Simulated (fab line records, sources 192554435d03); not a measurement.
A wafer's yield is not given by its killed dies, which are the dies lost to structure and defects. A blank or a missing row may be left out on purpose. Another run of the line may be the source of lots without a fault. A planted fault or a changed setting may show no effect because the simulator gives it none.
Which tool was responsible? | flow n5_finfet | Sampling: 13 lots, 37 wafers, 2 of 1938 route steps

== WHAT THE GAUGES SHOWED, per wafer ==
N5_BEOL_M14_CD_MEAS_28: target cd 284.4 nm. Usual: cd_nm reads 284.3 nm (standard deviation 1.8).
lot  | measured     | on        | cd_nm (nm)        | flag
L186 | day 12 01:13 | cd_sem-01 | 285.9 285.6 283.6 |
L188 | day 12 07:04 | cd_sem-02 | 286.6 284.4 284.4 |
L191 | day 12 15:38 | cd_sem-03 | 283.1 285.2 284.7 |
L189 | day 13 01:27 | cd_sem-01 | 284.6 282.4 283.2 |
L190 | day 13 12:07 | cd_sem-02 | 284.9 282.8 282.3 |
L192 | day 13 20:09 | cd_sem-03 | 282.8 283.9 283.7 |
L197 | day 14 11:30 | cd_sem-03 | 284.3 282.3 284.0 |
L202 | day 15 12:44 | cd_sem-03 | 285.8 285.0 283.8 |
L201 | day 15 19:53 | cd_sem-02 | 283.5 284.3       |
L203 | day 16 09:43 | cd_sem-02 | 283.8 282.7       |
L205 | day 16 13:07 | cd_sem-03 | 282.7 282.5 283.0 |
L208 | day 17 21:39 | cd_sem-02 | 283.3 284.3 285.0 |
L209 | day 19 14:05 | cd_sem-03 | 284.9 288.7 285.6 |

N5_BEOL_M14_OCD_MEAS_35. Usual: trench_depth_nm reads 555 nm (standard deviation 13).
lot  | measured     | on     | trench_depth_nm (nm) | flag
L186 | day 12 01:55 | ocd-02 | 556 567 576          |
L188 | day 12 07:46 | ocd-01 | 563 581 556          |
L191 | day 12 16:20 | ocd-02 | 588 570 565          |
L189 | day 13 02:08 | ocd-01 | 532 560 534          |
L190 | day 13 12:48 | ocd-01 | 551 533 548          |
L192 | day 13 20:51 | ocd-02 | 548 525 548          |
L197 | day 14 12:12 | ocd-02 | 552 562 550          |
L202 | day 15 13:28 | ocd-01 | 545 543 544          |
L201 | day 15 20:40 | ocd-02 | 525 554              |
L203 | day 16 10:25 | ocd-01 | 525 552              |
L205 | day 16 13:49 | ocd-01 | 547 554 546          |
L208 | day 17 22:20 | ocd-02 | 561 556 562          |
L209 | day 19 14:52 | ocd-01 | 558 550 552          |

== TOOL THAT RAN EACH LOT (tool first, then ch and the chambers of the sampled wafers, then the start) ==
The record holds no process step before these readings.

== WHAT THE TOOLS THEMSELVES READ (means of the sampled wafers that have a number; where no wafer has one, the mark that the record gives instead) ==
The record holds no such reading with a usual standard deviation.

== THE ANSWER, worked out from the rows above alone ==
Rule: lot off if the mean of its wafers having a number is beyond 3 standard deviations from the usual mean. Also off: a lot with no number at a reading for which 4 or more lots have one. Where the step has rows for the other lots, those lots are counted as sound. After the gauges, taken in route order, come the tools' own readings; for these a lot's mean is taken, as printed above. At the first step where some lot is off, the reading lying furthest off is the one used; lots without a number count as furthest.
Nothing can be told from this: no lot is off at any reading shown.

== WHAT HAD BEEN PUT IN BY THE SIMULATOR ==
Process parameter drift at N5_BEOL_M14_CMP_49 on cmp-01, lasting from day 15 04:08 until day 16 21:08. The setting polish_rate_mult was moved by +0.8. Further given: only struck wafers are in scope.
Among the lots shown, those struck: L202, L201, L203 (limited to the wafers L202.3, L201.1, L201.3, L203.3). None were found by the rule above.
